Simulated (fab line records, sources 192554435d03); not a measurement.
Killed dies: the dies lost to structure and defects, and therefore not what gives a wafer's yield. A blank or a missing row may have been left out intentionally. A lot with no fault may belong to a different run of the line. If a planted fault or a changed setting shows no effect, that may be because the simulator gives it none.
Chamber matching :: flow n5Finfet :: aldMetal-03 running N5_BEOL_M0_ALD_136: 3 sister chambers
The step deposits TaN, pulse time 2 s, purge time 3 s, co reactant purge time 2 s. 16 wafers are shown with their chamber, then 8 later ones without.

== WAFERS WITH THEIR CHAMBER ==
wafer: L076.1
chamber: 1
heaterPowerW (W): 422
mfcCarrierSccm (sccm): 1504

wafer: L076.2
chamber: 2
heaterPowerW (W): 426
mfcCarrierSccm (sccm): 1501

wafer: L076.4
chamber: 2
heaterPowerW (W): 420
mfcCarrierSccm (sccm): 1502

wafer: L080.4
chamber: 1
heaterPowerW (W): 417
mfcCarrierSccm (sccm): 1497

wafer: L080.5
chamber: 0
heaterPowerW (W): 396
mfcCarrierSccm (sccm): 1491

wafer: L080.6
chamber: 2
heaterPowerW (W): 418
mfcCarrierSccm (sccm): 1491

wafer: L081.3
chamber: 0
heaterPowerW (W): 392
mfcCarrierSccm (sccm): 1497

wafer: L081.4
chamber: 2
heaterPowerW (W): 421
mfcCarrierSccm (sccm): 1492

wafer: L081.5
chamber: 1
heaterPowerW (W): 419
mfcCarrierSccm (sccm): 1492

wafer: L084.1
chamber: 0
heaterPowerW (W): 401
mfcCarrierSccm (sccm): 1496

wafer: L084.2
chamber: 1
heaterPowerW (W): 422
mfcCarrierSccm (sccm): 1509

wafer: L084.6
chamber: 2
heaterPowerW (W): 420
mfcCarrierSccm (sccm): 1498

wafer: L085.1
chamber: 0
heaterPowerW (W): 391
mfcCarrierSccm (sccm): 1496

wafer: L085.5
chamber: 0
heaterPowerW (W): 385
mfcCarrierSccm (sccm): 1496

wafer: L085.6
chamber: 1
heaterPowerW (W): 422
mfcCarrierSccm (sccm): 1494

wafer: L090.3
chamber: 0
heaterPowerW (W): 404
mfcCarrierSccm (sccm): 1496

SIGNATURES, as means of the wafers listed above
reading: heaterPowerW
chamber 0: 394.83
chamber 1: 420.40
chamber 2: 421.00
scatter within a chamber: 4.8

reading: mfcCarrierSccm
chamber 0: 1495.33
chamber 1: 1499.20
chamber 2: 1496.80
scatter within a chamber: 5.03
Rule: a wafer lies at a distance from a chamber equal to the root of the sum of squares, over the readings, of (its reading less the chamber's mean, divided by the reading's scatter). If the next closest chamber is less than 2 further off than the closest, the wafer can't be placed; otherwise it belongs to the closest. How the scatter is found: for the shown wafers, subtract from each reading the mean of its chamber, square and add these, divide the total by (wafers less chambers), then take the root.

== WAFERS MISSING THEIR CHAMBER ==
wafer: L090.5
heaterPowerW (W): 402
mfcCarrierSccm (sccm): 1497

wafer: L090.6
heaterPowerW (W): 408
mfcCarrierSccm (sccm): 1502

wafer: L092.2
heaterPowerW (W): 395
mfcCarrierSccm (sccm): 1497

wafer: L092.4
heaterPowerW (W): 425
mfcCarrierSccm (sccm): 1502

wafer: L092.6
heaterPowerW (W): 411
mfcCarrierSccm (sccm): 1501

wafer: L096.1
heaterPowerW (W): 393
mfcCarrierSccm (sccm): 1502

wafer: L096.4
heaterPowerW (W): 412
mfcCarrierSccm (sccm): 1507

wafer: L096.6
heaterPowerW (W): 400
mfcCarrierSccm (sccm): 1493

== WHICH CHAMBER EACH ONE RAN IN ==
wafer: L090.5
from the rows above: 0
in truth: 0

wafer: L090.6
from the rows above: can't be placed: 1 or 2 or 0
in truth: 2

wafer: L092.2
from the rows above: 0
in truth: 0

wafer: L092.4
from the rows above: can't be placed: 1 or 2
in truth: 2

wafer: L092.6
from the rows above: can't be placed: 1 or 2 or 0
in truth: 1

wafer: L096.1
from the rows above: 0
in truth: 0

wafer: L096.4
from the rows above: can't be placed: 1 or 2 or 0
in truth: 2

wafer: L096.6
from the rows above: 0
in truth: 0
Correctly placed: 4 of 8. Can't be placed from these rows: 4 (the true chamber is among the candidates in 4). 0 placed wrongly.
